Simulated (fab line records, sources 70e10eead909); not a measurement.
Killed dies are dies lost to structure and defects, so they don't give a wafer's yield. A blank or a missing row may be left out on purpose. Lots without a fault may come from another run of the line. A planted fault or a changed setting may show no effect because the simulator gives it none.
Which tool did it? | flow nand_harc | 14 lots, 42 wafers sampled, at 3 steps of a route of 1302

WHAT THE GAUGES READ, wafer by wafer
NHARC_A_SOURCE_PLATE_THK_MEAS_06: measures by ellipsometry. Usual: thk_nm 200.2 nm, standard deviation 2.1.
lot  | measured     | on            | thk_nm (nm)       | flag
L465 | day 7 20:51  | film_metro-01 | 202.2 204.3 201.3 |
L466 | day 8 07:22  | film_metro-02 | 196.6 198.4 198.6 |
L468 | day 9 00:10  | film_metro-02 | 200.5 201.4 201.5 |
L469 | day 9 09:11  | film_metro-02 | 200.6 200.9 202.3 |
L472 | day 10 10:54 | film_metro-02 | 203.6 201.9 199.8 |
L474 | day 11 08:22 | film_metro-02 | 199.6 199.7 201.0 |
L475 | day 11 13:40 | film_metro-01 | 201.8 201.7 203.7 |
L478 | day 13 03:07 | film_metro-01 | 199.1 201.9 200.3 |
L479 | day 13 21:32 | film_metro-02 | 202.1 201.5 200.7 |
L480 | day 14 06:51 | film_metro-02 | 200.9 202.8 202.1 |
L482 | day 14 17:31 | film_metro-02 | 200.1 201.8 201.7 |
L484 | day 15 09:51 | film_metro-02 | 200.4 203.2 202.6 |
L487 | day 16 21:06 | film_metro-01 | 197.3 193.3 196.6 |
L488 | day 17 11:14 | film_metro-02 | 196.0 198.9 199.2 |

NHARC_A_ONON_D1_THK_MEAS_30: measures by ellipsometry. Usual: thk_nm 999 nm, standard deviation 10.
lot  | measured     | on            | thk_nm (nm)             | flag
L465 | day 8 10:11  | film_metro-01 | 1010 1009 1010          |
L466 | day 8 21:10  | film_metro-02 | 998 998 999             |
L468 | day 9 13:00  | film_metro-02 | 1002 1000 1000          |
L469 | day 9 22:25  | film_metro-01 | 1006 1005 1006          |
L472 | day 10 22:16 | film_metro-02 | 995 995 995             |
L474 | day 11 21:25 | film_metro-02 | 709 709 709 709 711 709 | OFF
L475 | day 12 06:19 | film_metro-02 | 703 701 702 702 702 704 | OFF
L478 | day 13 16:10 | film_metro-01 | 995 995 995             |
L479 | day 14 13:05 | film_metro-02 | 994 993 996             |
L480 | day 14 20:42 | film_metro-02 | 1004 1004 1005          |
L482 | day 15 06:29 | film_metro-01 | 989 988 988             |
L484 | day 15 23:07 | film_metro-01 | 1010 1011 1011          |
L487 | day 17 10:04 | film_metro-01 | 1011 1010 1011          |
L488 | day 18 00:11 | film_metro-01 | 993 991 994             |

WHICH TOOL RAN EACH LOT (tool, then ch and the chambers of the sampled wafers, then the start)
lot  | NHARC_A_ONON_D1_DEP_28
L465 | pecvd_onon-04 ch 0, day 8 09:40
L466 | pecvd_onon-03 ch 0, day 8 20:40
L468 | pecvd_onon-04 ch 0, day 9 12:30
L469 | pecvd_onon-01 ch 0, day 9 21:58
L472 | pecvd_onon-04 ch 0, day 10 21:49
L474 | pecvd_onon-04 ch 0, day 11 20:58
L475 | pecvd_onon-04 ch 0, day 12 05:48
L478 | pecvd_onon-03 ch 0, day 13 15:43
L479 | pecvd_onon-04 ch 0, day 14 12:37
L480 | pecvd_onon-04 ch 0, day 14 20:14
L482 | pecvd_onon-04 ch 0, day 15 06:02
L484 | pecvd_onon-04 ch 0, day 15 22:37
L487 | pecvd_onon-03 ch 0, day 17 09:34
L488 | pecvd_onon-04 ch 0, day 17 23:41
- NHARC_A_ONON_D1_DEP_28: target thk 1000 nm.

WHAT THE TOOLS THEMSELVES READ (means of the sampled wafers that have a number; where no wafer has one, the mark that the record gives instead)
NHARC_A_ONON_D1_DEP_28. Usual: n2_flow_sccm 2750 sccm, standard deviation 7.9.
lot  | tool          | n2_flow_sccm (sccm) | flag
L465 | pecvd_onon-04 | 2755                |
L466 | pecvd_onon-03 | 2749                |
L468 | pecvd_onon-04 | 2741                |
L469 | pecvd_onon-01 | 2755                |
L472 | pecvd_onon-04 | 2754                |
L474 | pecvd_onon-04 | 2755                |
L475 | pecvd_onon-04 | 2751                |
L478 | pecvd_onon-03 | 2748                |
L479 | pecvd_onon-04 | 2757                |
L480 | pecvd_onon-04 | 2744                |
L482 | pecvd_onon-04 | 2754                |
L484 | pecvd_onon-04 | 2753                |
L487 | pecvd_onon-03 | 2750                |
L488 | pecvd_onon-04 | 2743                |

THE ANSWER, worked out from the rows above alone
Rule: a lot is off if the mean of its wafers that have a number lies more than 3 standard deviations from the usual mean. A lot without any number at a reading at which 4 lots or more have one is off too. The other lots that the step has rows for count as sound. The gauges are gone through in route order, then the tools' own readings, and for those a lot's mean is taken as printed above. The first step at which some lot is off is used, and at that step the reading that is off furthest; a lot without a number counts as furthest.
Off: L474, L475, at NHARC_A_ONON_D1_THK_MEAS_30 (thk_nm).
A tool fits if, at a process step before that reading, it ran every lot that is off, and no sound lot after the first of them. The gauges at NHARC_A_ONON_D1_THK_MEAS_30 are tried like those tools. None of those tried fits.

WHAT THE SIMULATOR HAD PUT IN
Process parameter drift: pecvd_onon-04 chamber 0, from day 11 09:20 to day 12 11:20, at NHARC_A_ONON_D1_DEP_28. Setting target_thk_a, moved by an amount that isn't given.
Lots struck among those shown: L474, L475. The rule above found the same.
